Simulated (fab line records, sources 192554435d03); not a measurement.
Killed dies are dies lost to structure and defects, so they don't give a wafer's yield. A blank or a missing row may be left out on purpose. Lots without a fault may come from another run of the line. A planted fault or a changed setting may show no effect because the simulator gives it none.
Which tool did it? | flow n5_finfet | 9 lots, 27 wafers sampled, at 6 steps of a route of 1938

WHAT THE GAUGES READ, wafer by wafer
N5_BEOL_M3_OVL_MEAS_12. Usual: M3_OVL -0.3 nm, standard deviation 0.7.
lot  | measured     | on         | M3_OVL (nm)    | flag
L466 | day 9 08:50  | overlay-01 | 0.1 0.4 1.4    |
L468 | day 9 09:39  | overlay-02 | -0.9 0.0 -0.5  |
L470 | day 9 13:17  | overlay-01 | 1.0 -0.4 -0.7  |
L476 | day 11 07:47 | overlay-02 | -0.4 -2.4 -0.7 |
L474 | day 11 08:28 | overlay-01 | 0.2 0.3 0.0    |
L477 | day 11 13:52 | overlay-02 | -0.6 -0.3 -1.8 |
L479 | day 12 00:43 | overlay-02 | -0.2 1.0 1.1   |
L480 | day 12 03:44 | overlay-02 | -1.4 -1.2 0.0  |
L483 | day 13 03:37 | overlay-02 | 0.6 0.2 0.8    |

N5_BEOL_M3_CD_MEAS_28: target cd 25.7 nm, target cd y 23.3 nm. Usual: cd_nm 25.60 nm, standard deviation 0.26.
lot  | measured     | on        | cd_nm (nm)        | flag
L466 | day 9 10:10  | cd_sem-03 | 25.56 25.47 25.51 |
L468 | day 9 10:45  | cd_sem-01 | 26.08 25.39 25.49 |
L470 | day 9 14:10  | cd_sem-02 | 25.56 25.24 26.19 |
L476 | day 11 08:46 | cd_sem-03 | 26.08 25.93 25.50 |
L474 | day 11 09:28 | cd_sem-01 | 25.86 25.82 25.64 |
L477 | day 11 15:20 | cd_sem-03 | 25.65 25.59 25.61 |
L479 | day 12 01:35 | cd_sem-01 | 25.82 25.21 25.55 |
L480 | day 12 04:42 | cd_sem-03 | 25.41 25.66 25.27 |
L483 | day 13 04:35 | cd_sem-01 | 25.15 25.51 25.50 |

N5_BEOL_M4_RC_MEAS_101. Usual: DIBL_N 36.7 mV/V, standard deviation 1.8; DIBL_P 37.0 mV/V, standard deviation 2.4; IOFF_N 0.17 nA/um, standard deviation 0.036; IOFF_P 0.22 nA/um, standard deviation 0.042; ION_N 673 uA/um, standard deviation 12; ION_P 462 uA/um, standard deviation 8.5; SS_N 71.7 mV/dec, standard deviation 0.62; SS_P 73.4 mV/dec, standard deviation 0.65; VT_N 250 mV, standard deviation 3.7; VT_P -250 mV, standard deviation 3.7.
lot  | measured     | on        | DIBL_N (mV/V)  | DIBL_P (mV/V)  | IOFF_N (nA/um) | IOFF_P (nA/um) | ION_N (uA/um) | ION_P (uA/um) | SS_N (mV/dec)  | SS_P (mV/dec)  | VT_N (mV)   | VT_P (mV)      | flag
L476 | day 12 08:33 | prober-02 | 34.4 36.2 34.7 | 35.6 37.1 35.4 | 0.13 0.15 0.13 | 0.18 0.22 0.18 | 669 677 654   | 461 474 457   | 69.5 71.6 71.0 | 72.7 73.1 73.0 | 251 249 251 | -253 -247 -251 |
L474 | day 12 16:13 | prober-01 | 36.7 35.1 37.1 | 38.6 35.9 38.7 | 0.16 0.14 0.19 | 0.23 0.18 0.23 | 667 662 691   | 458 453 466   | 71.5 72.0 71.7 | 74.3 74.2 74.5 | 250 252 245 | -251 -257 -253 |
L477 | day 12 18:59 | prober-02 | 39.3 40.1 37.9 | 41.1 41.8 40.0 | 0.23 0.24 0.21 | 0.29 0.32 0.28 | 690 694 692   | 478 473 478   | 71.9 72.3 72.5 | 73.8 74.4 74.2 | 243 243 243 | -244 -242 -242 |
L479 | day 13 12:44 | prober-02 | 39.0 38.3 39.3 | 38.1 37.9 38.2 | 0.20 0.18 0.21 | 0.21 0.22 0.22 | 679 678 677   | 459 469 456   | 72.0 72.0 72.1 | 72.6 73.0 73.0 | 248 247 248 | -252 -251 -249 |
L480 | day 13 12:33 | prober-01 | 35.7 36.7 32.1 | 34.9 36.2 30.0 | 0.15 0.17 0.10 | 0.19 0.22 0.14 | 678 686 662   | 461 464 456   | 71.4 71.0 70.7 | 73.1 73.8 72.4 | 251 250 256 | -249 -249 -255 |
L483 | day 15 19:44 | prober-01 | 36.6 36.8 35.9 | 36.4 35.9 35.0 | 0.15 0.16 0.14 | 0.19 0.20 0.18 | 669 682 670   | 454 464 455   | 71.8 71.9 71.6 | 72.8 73.6 73.4 | 251 248 251 | -252 -253 -254 |

WHICH TOOL RAN EACH LOT (tool, then ch and the chambers of the sampled wafers, then the start)
lot  | N5_BEOL_M3_ILD_DEP_00           | N5_BEOL_M3_STRIP_19                | N5_BEOL_M3_ETCH_70
L466 | pecvd-01 ch 0,1, day 9 06:31    | rie_diel-03 ch 0,1,3, day 9 09:38  | rie_diel-05 ch 0,2, day 9 15:02
L468 | pecvd-01 ch 1,2, day 9 08:24    | rie_diel-06 ch 1,3, day 9 10:21    | rie_diel-05 ch 0,1,3, day 9 18:12
L470 | pecvd-04 ch 0,1,2, day 9 11:47  | rie_diel-06 ch 0,2,3, day 9 13:47  | rie_diel-06 ch 0,1,2, day 9 22:58
L476 | pecvd-03 ch 0,1, day 11 04:02   | rie_diel-03 ch 0,2,3, day 11 08:21 | rie_diel-06 ch 0,1,3, day 11 17:43
L474 | pecvd-03 ch 0,1,2, day 11 07:53 | rie_diel-03 ch 0,3, day 11 09:05   | rie_diel-06 ch 1,2,3, day 11 22:41
L477 | pecvd-01 ch 0,2, day 11 11:22   | rie_diel-06 ch 0,1,2, day 11 14:49 | rie_diel-05 ch 0,2,3, day 11 22:45
L479 | pecvd-01 ch 0,1, day 12 00:01   | rie_diel-05 ch 0,2,3, day 12 01:12 | rie_diel-05 ch 1,2,3, day 12 05:19
L480 | pecvd-01 ch 0,2, day 12 02:39   | rie_diel-06 ch 2,3, day 12 04:11   | rie_diel-05 ch 0,2,3, day 12 08:16
L483 | pecvd-03 ch 0,1,2, day 13 02:33 | rie_diel-03 ch 1,2,3, day 13 04:04 | rie_diel-06 ch 0,1,2, day 14 04:06
- N5_BEOL_M3_ILD_DEP_00: deposits SiOC from DEMS/O2, target thk 79 nm, time 15.3 s.
- N5_BEOL_M3_STRIP_19: strips in O2.
- N5_BEOL_M3_ETCH_70: etches SOC in N2/H2, target depth 80 nm, overetch 16 nm, time 120 s.

WHAT THE TOOLS THEMSELVES READ (means of the sampled wafers that have a number; where no wafer has one, the mark that the record gives instead)
N5_BEOL_M3_ILD_DEP_00. Usual: heater_power_w 501 W, standard deviation 74; showerhead_plenum_p_Torr 5.697 Torr, standard deviation 0.013; throttle_valve_pct 12.0 %, standard deviation 0.42.
lot  | tool     | heater_power_w (W) | showerhead_plenum_p_Torr (Torr) | throttle_valve_pct (%) | flag
L466 | pecvd-01 | 490                | 5.692                           | 12.0                   |
L468 | pecvd-01 | 478                | 5.702                           | 11.7                   |
L470 | pecvd-04 | 466                | 5.693                           | 12.6                   |
L476 | pecvd-03 | 534                | 5.709                           | 11.9                   |
L474 | pecvd-03 | 506                | 5.688                           | 11.8                   |
L477 | pecvd-01 | 602                | 5.698                           | 11.8                   |
L479 | pecvd-01 | 517                | 5.690                           | 12.2                   |
L480 | pecvd-01 | 517                | 5.704                           | 11.8                   |
L483 | pecvd-03 | 507                | 5.695                           | 11.9                   |

N5_BEOL_M3_STRIP_19. Usual: chamber_pressure_mTorr 30.00 mTorr, standard deviation 0.039; drypump_motor_current_A 5.7 A, standard deviation 0.45; oes_product_au 0.78 a.u., standard deviation 0.061; rf_vpp_V 3.7 V, standard deviation 0.49; showerhead_plenum_p_Torr 2.09 Torr, standard deviation 0.072; throttle_valve_pct 16.62 %, standard deviation 0.18.
lot  | tool        | chamber_pressure_mTorr (mTorr) | drypump_motor_current_A (A) | oes_product_au (a.u.) | rf_vpp_V (V) | showerhead_plenum_p_Torr (Torr) | throttle_valve_pct (%) | flag
L466 | rie_diel-03 | -                              | -                           | -                     | -            | -                               | -                      | OFF
L468 | rie_diel-06 | -                              | -                           | -                     | -            | -                               | -                      | OFF
L470 | rie_diel-06 | -                              | -                           | -                     | -            | -                               | -                      | OFF
L476 | rie_diel-03 | 30.00                          | 5.6                         | 0.75                  | 3.2          | 2.09                            | 16.55                  |
L474 | rie_diel-03 | 30.00                          | 5.4                         | 0.77                  | 4.0          | 2.13                            | 16.63                  |
L477 | rie_diel-06 | 30.00                          | 5.8                         | 0.75                  | 3.4          | 2.07                            | 16.75                  |
L479 | rie_diel-05 | 30.00                          | 5.5                         | 0.75                  | 3.8          | 2.10                            | 16.74                  |
L480 | rie_diel-06 | 29.97                          | 5.8                         | 0.74                  | 3.5          | 2.14                            | 16.72                  |
L483 | rie_diel-03 | 29.98                          | 5.5                         | 0.78                  | 3.3          | 2.07                            | 16.50                  |

N5_BEOL_M3_ETCH_70. Usual: bias_w 150.0 W, standard deviation 0.47; chamber_pressure_mTorr 30.001 mTorr, standard deviation 0.028; drypump_motor_current_A 5.7 A, standard deviation 0.49; oes_product_au 0.60 a.u., standard deviation 0.045; rf_vpp_V 523.4 V, standard deviation 2.5; showerhead_plenum_p_Torr 2.53 Torr, standard deviation 0.083; throttle_valve_pct 17.75 %, standard deviation 0.23.
lot  | tool        | bias_w (W) | chamber_pressure_mTorr (mTorr) | drypump_motor_current_A (A) | oes_product_au (a.u.) | rf_vpp_V (V) | showerhead_plenum_p_Torr (Torr) | throttle_valve_pct (%) | flag
L466 | rie_diel-05 | 150.8      | 29.980                         | 5.1                         | 0.81                  | 524.3        | 2.56                            | 17.70                  | OFF
L468 | rie_diel-05 | 150.2      | 30.018                         | 6.1                         | 0.79                  | 524.1        | 2.52                            | 17.84                  | OFF
L470 | rie_diel-06 | 150.0      | 30.004                         | 5.8                         | 0.77                  | 523.5        | 2.52                            | 17.97                  | OFF
L476 | rie_diel-06 | 150.1      | 30.008                         | 5.7                         | 0.57                  | 523.9        | 2.54                            | 17.84                  |
L474 | rie_diel-06 | 150.2      | 30.011                         | 5.7                         | 0.58                  | 523.3        | 2.51                            | 18.00                  |
L477 | rie_diel-05 | 150.0      | 30.007                         | 5.5                         | 0.58                  | 523.3        | 2.54                            | 17.81                  |
L479 | rie_diel-05 | 149.8      | 30.004                         | 5.8                         | 0.63                  | 523.2        | 2.53                            | 17.69                  |
L480 | rie_diel-05 | 149.6      | 29.998                         | 5.5                         | 0.58                  | 524.1        | 2.54                            | 17.83                  |
L483 | rie_diel-06 | 150.4      | 30.010                         | 5.8                         | 0.57                  | 523.0        | 2.51                            | 17.99                  |

THE ANSWER, worked out from the rows above alone
Rule: a lot is off if the mean of its wafers that have a number lies more than 3 standard deviations from the usual mean. A lot without any number at a reading at which 4 lots or more have one is off too. The other lots that the step has rows for count as sound. The gauges are gone through in route order, then the tools' own readings, and for those a lot's mean is taken as printed above. The first step at which some lot is off is used, and at that step the reading that is off furthest; a lot without a number counts as furthest.
Off: L466, L468, L470, at N5_BEOL_M3_STRIP_19 (chamber_pressure_mTorr). Without a number there: L466, L468, L470.
A tool fits if, at that step or a process step before it, it ran every lot that is off, and no sound lot after the first of them. None of those tried fits.

WHAT THE SIMULATOR HAD PUT IN
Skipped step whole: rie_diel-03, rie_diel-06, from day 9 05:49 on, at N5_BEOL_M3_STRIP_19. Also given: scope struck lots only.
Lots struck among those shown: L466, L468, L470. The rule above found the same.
